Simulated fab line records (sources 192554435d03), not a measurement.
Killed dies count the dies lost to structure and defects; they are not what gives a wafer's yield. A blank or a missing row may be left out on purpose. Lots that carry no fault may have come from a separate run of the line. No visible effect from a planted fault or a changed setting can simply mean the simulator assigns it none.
fab line records -- flow n5Finfet -- part 1 of 2: steps 1 to 18 of 25
[record] lots = 5, wafers = 15, lastDay = 18
route steps=1938 shown FIN_SAQP@110
lots that met no fault: taken from a fault-free run of the same line
startH: hours from the record's opening day to when the first of the lot's shown wafers began -- waitH: hours from the lot's prior step to this one -- " unchanged from the row above -- L1.1+2: a row that stands for several wafers -- - value missing, or start not given -- * or withheld: withheld -- < > ~ a bound
route shown NAME@n: NAME is a module with steps in the file, n the number in the route of the first one -- usual: average and standard deviation across the fault-free wafers -- same: alike in all rows -- chamber/n: place in a boat -- sites: readings site by site -- _std_site: standard deviation across them -- _edge_site: inner sites' mean taken away from outer sites' mean -- radiusMm: for every site, how far away it sits from the centre of the wafer -- mask NAME#n: copy n -- behind: the tool/chamber that last shaped the wafer -- hold: reason for holding the lot/hours on hold/outcome of the hold -- device: the transistor (n, p or np) that didn't switch -- end of line: the same wafers' tests at the end of the route -- a step with no rows: only its recipe -- killed: the dies lost at the first sort to structure and to defects; this is not the yield of the wafer -- map: a wafer's dies, x killed, . not, _ none there
set.NAME: the run value of the setting; set.NAME@STEP: its run value at that earlier step -- model.NAME: the simulator's own value behind a step, which no gauge read
certain route steps with their lots: each step a table, each wafer a row
services: from which hour (startH, from the record's first day; less than 0 if before it) a tool's chamber was out of use, for how many hours, and why
[[steps]]
[step N5_FIN_SAQP_DEVELOP_15]
[recipe] developTimeS = 30, developer = TMAH, resist = CAR-ArF, devTempC = 23, rinseLiquid = diw, dry = airSpin
lot.wafer,tool,chamber,startH,waitH
L077.1+4+6,lithoTrack-04,0,-,-
L078.1+5+6,lithoTrack-05,0,-,-
L080.1+5+6,lithoTrack-05,0,-,-
L087.1+3+5,lithoTrack-04,0,-,-
L097.1+4+6,lithoTrack-04,0,-,-
[step N5_FIN_SAQP_CD_MEAS_16]
[recipe] targetCdNm = 35.6, landingEnergyEv = 500, detector = seInlens
[usual] cdNm = 35.69/0.27
lot.wafer,tool,chamber,startH,waitH,cdNm
L077.1,cdSem-03,0,39.86,-,35.96
L077.4,cdSem-03,0,39.86,-,35.87
L077.6,cdSem-03,0,39.86,-,36.21
L078.1,cdSem-01,0,45.41,-,35.82
L078.5,cdSem-01,0,45.41,-,35.88
L078.6,cdSem-01,0,45.41,-,35.87
L080.1,cdSem-03,0,57.40,-,35.65
L080.5,cdSem-03,0,57.40,-,35.51
L080.6,cdSem-03,0,57.40,-,35.47
L087.1,cdSem-03,0,100.84,-,35.80
L087.3,cdSem-03,0,100.84,-,35.72
L087.5,cdSem-03,0,100.84,-,35.35
L097.1,cdSem-02,0,159.57,-,35.73
L097.4,cdSem-02,0,159.57,-,35.91
L097.6,cdSem-02,0,159.57,-,35.44
[step N5_FIN_SAQP_OVL_MEAS_17]
[recipe] pointsPerWafer = 44
[usual] FIN_CORE_OVL = 0.3/0.83
lot.wafer,tool,chamber,startH,waitH,FIN_CORE_OVL[nm]
L077.1,overlay-01,0,39.90,0.0,-0.2
L077.4,overlay-01,0,39.90,0.0,0.6
L077.6,overlay-01,0,39.90,0.0,0.2
L078.1,overlay-01,0,45.45,0.0,0.5
L078.5,overlay-01,0,45.45,0.0,0.6
L078.6,overlay-01,0,45.45,0.0,0.6
L080.1,overlay-02,0,57.44,0.0,0.4
L080.5,overlay-02,0,57.44,0.0,0.5
L080.6,overlay-02,0,57.44,0.0,1.7
L087.1,overlay-01,0,100.88,0.0,0.0
L087.3,overlay-01,0,100.88,0.0,0.5
L087.5,overlay-01,0,100.88,0.0,-1.4
L097.1,overlay-01,0,159.61,0.0,1.3
L097.4,overlay-01,0,159.61,0.0,1.0
L097.6,overlay-01,0,159.61,0.0,0.8
[step N5_FIN_SAQP_INSPECT_18]
[recipe] mode = adi, inspectInstrument = brightfield
[usual] rawDefectCount = 397/100
lot.wafer,tool,chamber,startH,waitH,rawDefectCount
L077.1,defectInspect-01,-,39.92,0.0,402
L077.4,defectInspect-01,-,39.92,0.0,463
L077.6,defectInspect-01,-,39.92,0.0,411
L078.1,defectInspect-01,-,45.48,0.0,266
L078.5,defectInspect-01,-,45.48,0.0,376
L078.6,defectInspect-01,-,45.48,0.0,253
L080.1,defectInspect-02,-,57.46,0.0,535
L080.5,defectInspect-02,-,57.46,0.0,692
L080.6,defectInspect-02,-,57.46,0.0,587
L087.1,defectInspect-01,-,100.90,0.0,370
L087.3,defectInspect-01,-,100.90,0.0,283
L087.5,defectInspect-01,-,100.90,0.0,454
L097.1,defectInspect-01,-,159.63,0.0,327
L097.4,defectInspect-01,-,159.63,0.0,397
L097.6,defectInspect-01,-,159.63,0.0,507
[step N5_FIN_SAQP_DESCUM_21]
[recipe] chemistry = O2, timeS = 7.9, sourcePowerW = 50, biasPowerW = 20, pressureMtorr = 20, rfFrequencyHz = 2.712e+07, tempC = 40, resist = CAR-ArF, o2FlowSccm = 225
[usual] drypumpMotorCurrentA = 6.0/0.39, oesProductAu = 0.76/0.088, rfVppV = 243.1/1.3, showerheadPlenumPTorr = 2.09/0.056, throttleValvePct = 20.51/0.27
lot.wafer,tool,chamber,startH,waitH,drypumpMotorCurrentA,oesProductAu,rfHoursCounterH,rfVppV,showerheadPlenumPTorr,throttleValvePct
L077.1,rieDiel-05,1,39.96,0.0,6.2,0.70,202,243.5,2.08,20.75
L077.4,rieDiel-05,2,39.96,0.0,6.3,0.87,30,242.2,2.05,20.08
L077.6,rieDiel-05,2,39.96,0.0,6.3,0.88,-,242.6,2.05,20.09
L078.1,rieDiel-04,3,45.51,0.0,6.4,0.70,209,242.3,1.99,20.83
L078.5,rieDiel-04,3,45.51,0.0,6.3,0.70,-,240.3,1.99,20.84
L078.6,rieDiel-04,2,45.51,0.0,5.4,0.70,-,242.1,2.06,20.24
L080.1,rieDiel-03,0,57.53,0.1,5.8,0.93,21,243.7,2.13,20.55
L080.5,rieDiel-03,1,57.53,0.1,6.5,0.68,-,243.7,2.06,20.91
L080.6,rieDiel-03,0,57.53,0.1,5.7,0.94,-,242.6,2.13,20.57
L087.1,rieDiel-03,0,100.93,0.0,5.8,0.90,35,244.5,2.13,20.59
L087.3,rieDiel-03,1,100.93,0.0,6.5,0.67,241,242.0,2.06,20.94
L087.5,rieDiel-03,0,100.93,0.0,5.8,0.91,-,242.7,2.13,20.59
L097.1,rieDiel-04,1,159.67,0.0,6.0,0.71,180,242.8,2.09,20.44
L097.4,rieDiel-04,3,159.67,0.0,6.3,0.66,-,241.7,1.98,20.89
L097.6,rieDiel-04,0,159.67,0.0,5.4,0.67,-,244.4,2.15,20.47
[step N5_FIN_SAQP_ETCH_51]
[recipe] chemistry = CF4, target = SiARC, targetDepthA = 455, maskMaterial = CAR-ArF, timeS = 75.8, ionEnergyEv = 80, pressureMtorr = 40, sourceW = 545, biasW = 36, Ar_flow_sccm = 100, cf4FlowSccm = 100, ends = cleared
[usual] drypumpMotorCurrentA = 6.0/0.4, etchRfOnTimeS = 76.3/1.3, oesProductAu = 0.65/0.073, rfVppV = 183.9/1.1, showerheadPlenumPTorr = 2.14/0.056, throttleValvePct = 15.71/0.28
lot.wafer,tool,chamber,startH,waitH,drypumpMotorCurrentA,etchRfOnTimeS,oesProductAu,rfHoursCounterH,rfVppV,showerheadPlenumPTorr,throttleValvePct
L077.1,rieDiel-05,1,39.99,0.0,6.2,78.0,0.61,202,184.6,2.12,15.91
L077.4,rieDiel-05,2,39.99,0.0,6.3,75.2,0.75,30,182.1,2.10,15.29
L077.6,rieDiel-05,2,39.99,0.0,6.3,74.9,0.75,-,183.4,2.10,15.28
L078.1,rieDiel-04,3,45.55,0.0,6.4,76.8,0.60,209,182.9,2.04,16.00
L078.5,rieDiel-04,3,45.55,0.0,6.4,77.3,0.60,-,181.3,2.04,15.98
L078.6,rieDiel-04,2,45.55,0.0,5.4,76.8,0.60,-,184.3,2.12,15.63
L080.1,rieDiel-03,0,57.56,0.0,5.7,75.3,0.79,21,185.1,2.19,15.69
L080.5,rieDiel-03,1,57.56,0.0,6.5,78.3,0.58,-,182.4,2.11,16.11
L080.6,rieDiel-03,0,57.56,0.0,5.7,75.2,0.79,-,184.0,2.19,15.71
L087.1,rieDiel-03,0,100.97,0.0,5.8,74.4,0.77,35,184.5,2.18,15.72
L087.3,rieDiel-03,1,100.97,0.0,6.5,78.3,0.57,241,183.1,2.11,16.15
L087.5,rieDiel-03,0,100.97,0.0,5.7,74.8,0.77,-,184.5,2.18,15.71
L097.1,rieDiel-04,1,159.70,0.0,6.0,76.0,0.60,180,184.1,2.13,15.63
L097.4,rieDiel-04,3,159.70,0.0,6.3,79.2,0.57,-,182.2,2.03,16.06
L097.6,rieDiel-04,0,159.70,0.0,5.4,76.0,0.58,-,182.7,2.19,15.68
[step N5_FIN_SAQP_ETCH_52]
[recipe] chemistry = N2/H2, target = SOC, targetDepthA = 1000, overetchA = 200, maskMaterial = SiARC, tempC = 40, timeS = 150, ionEnergyEv = 200, pressureMtorr = 30, sourceW = 840, biasW = 150, n2FlowSccm = 200, h2FlowSccm = 200, ends = endPoint
[usual] drypumpMotorCurrentA = 6.0/0.39, oesProductAu = 0.68/0.072, rfVppV = 523.8/2.1, showerheadPlenumPTorr = 2.54/0.072, throttleValvePct = 17.94/0.26
lot.wafer,tool,chamber,startH,waitH,drypumpMotorCurrentA,oesProductAu,rfHoursCounterH,rfVppV,showerheadPlenumPTorr,throttleValvePct
L077.1,rieDiel-05,1,40.05,0.0,6.2,0.65,202,522.7,2.52,18.13
L077.4,rieDiel-05,2,40.05,0.0,6.3,0.79,30,522.4,2.49,17.52
L077.6,rieDiel-05,2,40.05,0.0,6.3,0.79,-,521.3,2.49,17.51
L078.1,rieDiel-04,3,45.60,0.0,6.3,0.64,209,520.4,2.41,18.17
L078.5,rieDiel-04,3,45.60,0.0,6.3,0.63,-,519.6,2.41,18.18
L078.6,rieDiel-04,2,45.60,0.0,5.4,0.63,-,523.9,2.50,17.70
L080.1,rieDiel-03,0,57.62,0.0,5.7,0.83,21,526.0,2.60,17.99
L080.5,rieDiel-03,1,57.62,0.0,6.5,0.62,-,524.2,2.52,18.32
L080.6,rieDiel-03,0,57.62,0.0,5.7,0.82,-,525.6,2.60,17.99
L087.1,rieDiel-03,0,101.03,0.0,5.8,0.80,36,524.8,2.59,18.01
L087.3,rieDiel-03,1,101.03,0.0,6.5,0.61,241,523.1,2.51,18.33
L087.5,rieDiel-03,0,101.03,0.0,5.8,0.80,-,524.5,2.59,18.01
L097.1,rieDiel-04,1,159.76,0.0,6.0,0.64,181,523.5,2.54,17.86
L097.4,rieDiel-04,3,159.76,0.0,6.4,0.62,-,520.5,2.40,18.23
L097.6,rieDiel-04,0,159.76,0.0,5.4,0.60,-,527.0,2.62,17.95
[step N5_FIN_SAQP_STRIP_53]
[recipe] chemistry = N2/H2, tempC = 40, n2FlowSccm = 200, h2FlowSccm = 200, rfFrequencyHz = 6e+07
lot.wafer,tool,chamber,startH,waitH
L077.1+4+6,rieDiel-05,"1,2,2",40.14,0.0
L078.1+5+6,rieDiel-04,"3,3,2",45.70,0.0
L080.1+5+6,rieDiel-03,"0,1,0",57.72,0.0
L087.1+3+5,rieDiel-03,"0,1,0",101.12,0.0
L097.1+4+6,rieDiel-04,"1,3,0",159.85,0.0
[step N5_FIN_SAQP_HM_OPEN_73]
[recipe] chemistry = CHF3/O2, target = SiO2, stopOn = a-Si, targetDepthA = 120, overEtchFrac = 1.8, maskMaterial = SOC, timeS = 16.8, pressureMtorr = 30, sourceW = 650, biasW = 170, Ar_flow_sccm = 200, CHF3_flow_sccm = 50, O2_flow_sccm = 5, ionEnergyEv = 200, ends = endPoint
[usual] drypumpMotorCurrentA = 6.0/0.39, oes_f_703_au = 0.76/0.082, oesProductAu = 0.46/0.048, rfVppV = 525/7, showerheadPlenumPTorr = 2.41/0.063, throttleValvePct = 18.92/0.27
lot.wafer,tool,chamber,startH,waitH,drypumpMotorCurrentA,oes_f_703_au,oesProductAu,rfHoursCounterH,rfVppV,showerheadPlenumPTorr,throttleValvePct
L077.1,rieDiel-05,1,40.15,0.0,6.2,0.71,0.43,202,529,2.39,19.13
L077.4,rieDiel-05,2,40.15,0.0,6.3,0.88,0.52,30,516,2.36,18.50
L077.6,rieDiel-05,2,40.15,0.0,6.3,0.89,0.53,-,515,2.36,18.51
L078.1,rieDiel-04,3,45.71,0.0,6.3,0.71,0.42,209,516,2.29,19.21
L078.5,rieDiel-04,3,45.71,0.0,6.3,0.72,0.42,-,518,2.30,19.20
L078.6,rieDiel-04,2,45.71,0.0,5.3,0.72,0.43,-,516,2.39,18.78
L080.1,rieDiel-03,0,57.73,0.0,5.7,0.93,0.55,21,519,2.46,18.93
L080.5,rieDiel-03,1,57.73,0.0,6.5,0.68,0.42,-,528,2.38,19.33
L080.6,rieDiel-03,0,57.73,0.0,5.7,0.93,0.54,-,523,2.46,18.94
L087.1,rieDiel-03,0,101.13,0.0,5.8,0.90,0.53,36,520,2.45,18.96
L087.3,rieDiel-03,1,101.13,0.0,6.5,0.68,0.41,241,526,2.37,19.35
L087.5,rieDiel-03,0,101.13,0.0,5.7,0.90,0.53,-,520,2.45,18.97
L097.1,rieDiel-04,1,159.86,0.0,6.0,0.71,0.43,181,522,2.40,18.79
L097.4,rieDiel-04,3,159.86,0.0,6.3,0.69,0.41,-,516,2.28,19.27
L097.6,rieDiel-04,0,159.86,0.0,5.4,0.67,0.41,-,530,2.47,18.89
[step N5_FIN_SAQP_STRIP_74]
[recipe] chemistry = CHF3/O2, resist = SiARC, rfFrequencyHz = 6e+07
lot.wafer,tool,chamber,startH,waitH
L077.1+4+6,rieDiel-05,"1,2,2",40.21,0.0
L078.1+5+6,rieDiel-04,"3,3,2",45.76,0.0
L080.1+5+6,rieDiel-03,"0,1,0",57.78,0.0
L087.1+3+5,rieDiel-03,"0,1,0",101.19,0.0
L097.1+4+6,rieDiel-04,"1,3,0",159.92,0.0
[step N5_FIN_SAQP_MANDREL_ETCH_22]
[recipe] targetDepthA = 600, chemistry = HBr/Cl2, target = a-Si, stopOn = SiNx, btTimeS = 10, overEtchFrac = 0.5, timeS = 30, pressureMtorr = 10, icpW = 800, biasW = 75, HBr_flow_sccm = 150, Cl2_flow_sccm = 80, ends = endPoint
[usual] drypumpMotorCurrentA = 5.8/0.39, oesProductAu = 0.766/0.013, throttleValvePct = 35.09/0.19
lot.wafer,tool,chamber,startH,waitH,drypumpMotorCurrentA,oesProductAu,rfHoursCounterH,throttleValvePct
L077.1,rieSi-02,2,40.24,0.0,6.2,0.754,81,35.19
L077.4,rieSi-02,3,40.24,0.0,6.0,0.752,72,35.10
L077.6,rieSi-02,3,40.24,0.0,6.0,0.755,-,35.10
L078.1,rieSi-02,2,45.79,0.0,6.3,0.758,81,35.17
L078.5,rieSi-02,3,45.79,0.0,6.0,0.750,-,35.13
L078.6,rieSi-02,2,45.79,0.0,6.3,0.768,-,35.14
L080.1,rieSi-02,2,57.81,0.0,6.3,0.767,81,35.15
L080.5,rieSi-02,3,57.81,0.0,6.0,0.747,-,35.12
L080.6,rieSi-02,2,57.81,0.0,6.3,0.774,-,35.15
L087.1,rieSi-02,1,101.22,0.0,5.4,0.746,109,34.78
L087.3,rieSi-02,0,101.22,0.0,5.8,0.783,173,35.12
L087.5,rieSi-02,1,101.22,0.0,5.4,0.752,-,34.75
L097.1,rieSi-06,0,159.95,0.0,5.8,0.787,116,35.06
L097.4,rieSi-06,2,159.95,0.0,6.4,0.760,10,35.50
L097.6,rieSi-06,2,159.95,0.0,6.4,0.774,-,35.49
[step N5_FIN_SAQP_STRIP_55]
[recipe] chemistry = N2/H2, powerW = 500, tempC = 40, pressureMtorr = 50, rfFrequencyHz = 6e+07, overashFraction = 0.3, biasPowerW = 28, h2Frac = 0.5, n2FlowSccm = 300, h2FlowSccm = 300
[usual] drypumpMotorCurrentA = 6.0/0.36, oesProductAu = 0.76/0.088, rfVppV = 121.8/1.5, showerheadPlenumPTorr = 3.35/0.089, throttleValvePct = 19.06/0.27
lot.wafer,tool,chamber,startH,waitH,drypumpMotorCurrentA,oesProductAu,rfHoursCounterH,rfVppV,showerheadPlenumPTorr,throttleValvePct
L077.1,rieDiel-05,3,40.47,0.2,6.2,0.75,160,120.8,3.49,19.48
L077.4,rieDiel-05,0,40.47,0.2,6.0,0.93,22,123.0,3.30,18.99
L077.6,rieDiel-05,0,40.47,0.2,6.1,0.92,-,121.6,3.30,18.96
L078.1,rieDiel-05,1,45.89,0.1,6.2,0.71,204,121.1,3.33,19.11
L078.5,rieDiel-05,2,45.89,0.1,6.3,0.86,-,123.0,3.29,18.66
L078.6,rieDiel-05,1,45.89,0.1,6.2,0.70,-,122.2,3.33,19.10
L080.1,rieDiel-04,2,57.99,0.1,5.4,0.69,221,119.7,3.31,18.75
L080.5,rieDiel-04,0,57.99,0.1,5.4,0.70,-,124.0,3.48,18.93
L080.6,rieDiel-04,3,57.99,0.1,6.3,0.68,-,124.2,3.19,19.19
L087.1,rieDiel-05,3,101.32,0.1,6.2,0.74,184,120.9,3.48,19.50
L087.3,rieDiel-05,0,101.32,0.1,6.1,0.87,45,121.5,3.28,19.02
L087.5,rieDiel-05,0,101.32,0.1,6.1,0.87,-,121.4,3.28,19.02
L097.1,rieDiel-04,3,160.05,0.1,6.3,0.67,241,121.3,3.17,19.27
L097.4,rieDiel-04,1,160.05,0.1,6.0,0.71,-,120.1,3.35,18.92
L097.6,rieDiel-04,0,160.05,0.1,5.4,0.67,-,124.0,3.45,19.02
[step N5_FIN_SAQP_STRIP_23]
[recipe] chemistry = SPM, timeS = 750, tempC = 130, h2so4H2o2VolRatio = 4
lot.wafer,tool,chamber,startH,waitH
L077.1+4+6,wetBench-03,"5,3,4",40.54,-
L078.1+5+6,wetBench-06,"1,2,7",45.96,-
L080.1+5+6,wetBench-06,"6,7,5",58.06,-
L087.1+3+5,wetBench-03,"2,1,0",101.39,-
L097.1+4+6,wetBench-02,"6,0,7",160.12,-
[step N5_FIN_SAQP_SRD_66]
[recipe] dry = ipaMarangoni, timeS = 30, tempC = 23, rinseLiquid = diw
lot.wafer,tool,chamber,startH,waitH
L077.1+4+6,wetBench-03,"5,3,4",40.75,0.0
L078.1+5+6,wetBench-06,"1,2,7",46.17,0.0
L080.1+5+6,wetBench-06,"6,7,5",58.27,0.0
L087.1+3+5,wetBench-03,"2,1,0",101.59,0.0
L097.1+4+6,wetBench-02,"6,0,7",160.33,0.0
[step N5_FIN_SAQP_RECESS_75]
[recipe] chemistry = HF/NH3, target = SiO2, targetDepthA = 144, afsCycles = 3, tempC = 30, sublimationTempC = 180, sublimationTimeS = 60
[usual] drypumpMotorCurrentA = 5.3/0.4, forelinePTorr = 0.1281/0.00049
lot.wafer,tool,chamber,startH,waitH,drypumpMotorCurrentA,forelinePTorr
L077.1,vaporEtch-02,0,40.80,0.0,5.8,0.1283
L077.4,vaporEtch-02,0,40.80,0.0,5.8,0.1285
L077.6,vaporEtch-02,0,40.80,0.0,5.8,0.1279
L078.1,vaporEtch-01,1,46.22,0.0,4.7,0.1283
L078.5,vaporEtch-01,0,46.22,0.0,5.5,0.1279
L078.6,vaporEtch-01,1,46.22,0.0,4.7,0.1281
L080.1,vaporEtch-02,1,58.31,0.0,5.4,0.1279
L080.5,vaporEtch-02,1,58.31,0.0,5.5,0.1285
L080.6,vaporEtch-02,0,58.31,0.0,5.8,0.1275
L087.1,vaporEtch-02,0,101.64,0.0,5.8,0.1286
L087.3,vaporEtch-02,1,101.64,0.0,5.5,0.1282
L087.5,vaporEtch-02,1,101.64,0.0,5.5,0.1273
L097.1,vaporEtch-02,1,160.37,0.0,5.5,0.1278
L097.4,vaporEtch-02,0,160.37,0.0,5.8,0.1277
L097.6,vaporEtch-02,0,160.37,0.0,5.7,0.1271
[step N5_FIN_SAQP_SPACER1_ALD_24]
[recipe] material = SiO2, targetThkA = 203, tempC = 300, aldPrecursorFamily = BDEAS, aldCoReactant = O2-plasma, pulseTimeS = 1, purgeTimeS = 2, coReactantPurgeTimeS = 2, aldCycles = 218, pressureTorr = 2
[usual] heaterPowerW = 485/48, precursorPulseHeightRel = 1.003/0.021
lot.wafer,tool,chamber,startH,waitH,heaterPowerW,precursorPulseHeightRel,sinceWetCleanH
L077.1,aldSin-03,1,41.29,0.4,564,0.993,322
L077.4,aldSin-03,3,41.29,0.4,498,0.998,322
L077.6,aldSin-03,3,41.29,0.4,494,1.012,-
L078.1,aldSin-04,2,46.60,0.3,466,1.014,144
L078.5,aldSin-04,2,46.60,0.3,479,1.037,-
L078.6,aldSin-04,3,46.60,0.3,377,1.011,-
L080.1,aldSin-02,1,58.70,0.3,428,1.048,51
L080.5,aldSin-02,0,58.70,0.3,457,1.009,-
L080.6,aldSin-02,3,58.70,0.3,562,0.992,-
L087.1,aldSin-02,2,102.03,0.3,462,0.990,94
L087.3,aldSin-02,0,102.03,0.3,459,1.018,94
L087.5,aldSin-02,1,102.03,0.3,428,1.009,-
L097.1,aldSin-03,3,160.76,0.3,497,1.020,61
L097.4,aldSin-03,0,160.76,0.3,458,0.971,61
L097.6,aldSin-03,2,160.76,0.3,463,1.010,-
[step N5_FIN_SAQP_SPACER1_ETCHBACK_25]
[recipe] chemistry = CHF3/O2, mode = anisotropicEtchback, target = SiO2, targetDepthA = 244, timeS = 12.2, pressureMtorr = 30, sourceW = 650, biasW = 170, Ar_flow_sccm = 200, CHF3_flow_sccm = 50, O2_flow_sccm = 5, ionEnergyEv = 200
[usual] drypumpMotorCurrentA = 6.0/0.4, oes_f_703_au = 0.76/0.075, oesProductAu = 0.75/0.08, rfVppV = 525/7, showerheadPlenumPTorr = 2.41/0.063, throttleValvePct = 19.00/0.27
lot.wafer,tool,chamber,startH,waitH,drypumpMotorCurrentA,oes_f_703_au,oesProductAu,rfHoursCounterH,rfVppV,showerheadPlenumPTorr,throttleValvePct
L077.1,rieDiel-04,1,42.00,0.4,6.0,0.75,0.74,135,524,2.41,18.79
L077.4,rieDiel-04,3,42.00,0.4,6.4,0.72,0.69,207,518,2.30,19.28
L077.6,rieDiel-04,0,42.00,0.4,5.4,0.71,0.70,-,532,2.49,18.87
L078.1,rieDiel-04,0,47.32,0.4,5.4,0.70,0.70,204,532,2.49,18.87
L078.5,rieDiel-04,0,47.32,0.4,5.4,0.71,0.71,-,532,2.49,18.88
L078.6,rieDiel-04,3,47.32,0.4,6.3,0.71,0.69,-,517,2.29,19.27
L080.1,rieDiel-03,3,59.41,0.4,6.3,0.84,0.86,64,530,2.45,18.71
L080.5,rieDiel-03,2,59.41,0.4,5.5,0.71,0.71,-,535,2.49,19.37
L080.6,rieDiel-03,1,59.41,0.4,6.5,0.67,0.68,-,527,2.38,19.39
L087.1,rieDiel-04,3,102.90,0.5,6.3,0.70,0.68,227,517,2.29,19.31
L087.3,rieDiel-04,0,102.90,0.5,5.4,0.70,0.68,224,531,2.48,18.89
L087.5,rieDiel-04,0,102.90,0.5,5.4,0.69,0.69,-,531,2.48,18.92
L097.1,rieDiel-05,3,161.47,0.4,6.2,0.71,0.71,203,535,2.49,19.28
L097.4,rieDiel-05,0,161.47,0.4,6.0,0.83,0.85,66,527,2.35,18.60
L097.6,rieDiel-05,0,161.47,0.4,6.0,0.83,0.85,-,528,2.35,18.62
[step N5_FIN_SAQP_MANDREL1_REMOVE_56]
[recipe] chemistry = HBr/Cl2/O2, btTimeS = 10, target = a-Si, stopOn = SiNx, endpoint = OES-SiCl, overEtchFrac = 1, icpW = 600, biasW = 22, HBr_flow_sccm = 150, Cl2_flow_sccm = 80, O2_flow_sccm = 5, pressureMtorr = 10
[usual] drypumpMotorCurrentA = 5.8/0.44, oesProductAu = 1.003/0.013, throttleValvePct = 36.56/0.26
lot.wafer,tool,chamber,startH,waitH,drypumpMotorCurrentA,oesProductAu,rfHoursCounterH,throttleValvePct
L077.1,rieSi-06,2,42.09,0.1,6.4,0.999,8,36.87
L077.4,rieSi-06,2,42.09,0.1,6.3,1.005,-,36.87
L077.6,rieSi-06,2,42.09,0.1,6.4,1.002,-,36.86
L078.1,rieSi-06,0,47.40,0.1,5.9,1.026,113,36.39
L078.5,rieSi-06,2,47.40,0.1,6.4,1.002,-,36.88
L078.6,rieSi-06,0,47.40,0.1,5.8,1.023,-,36.40
L080.1,rieSi-05,2,59.50,0.1,5.4,1.013,145,37.06
L080.5,rieSi-05,3,59.50,0.1,6.4,1.002,-,36.58
L080.6,rieSi-05,2,59.50,0.1,5.5,1.017,-,37.06
L087.1,rieSi-02,3,102.99,0.1,6.0,0.988,73,36.44
L087.3,rieSi-02,1,102.99,0.1,5.4,0.972,109,36.10
L087.5,rieSi-02,0,102.99,0.1,5.8,1.013,-,36.44
L097.1,rieSi-05,2,161.56,0.1,5.5,1.022,147,37.06
L097.4,rieSi-05,3,161.56,0.1,6.4,0.996,127,36.59
L097.6,rieSi-05,0,161.56,0.1,5.5,1.019,-,36.59
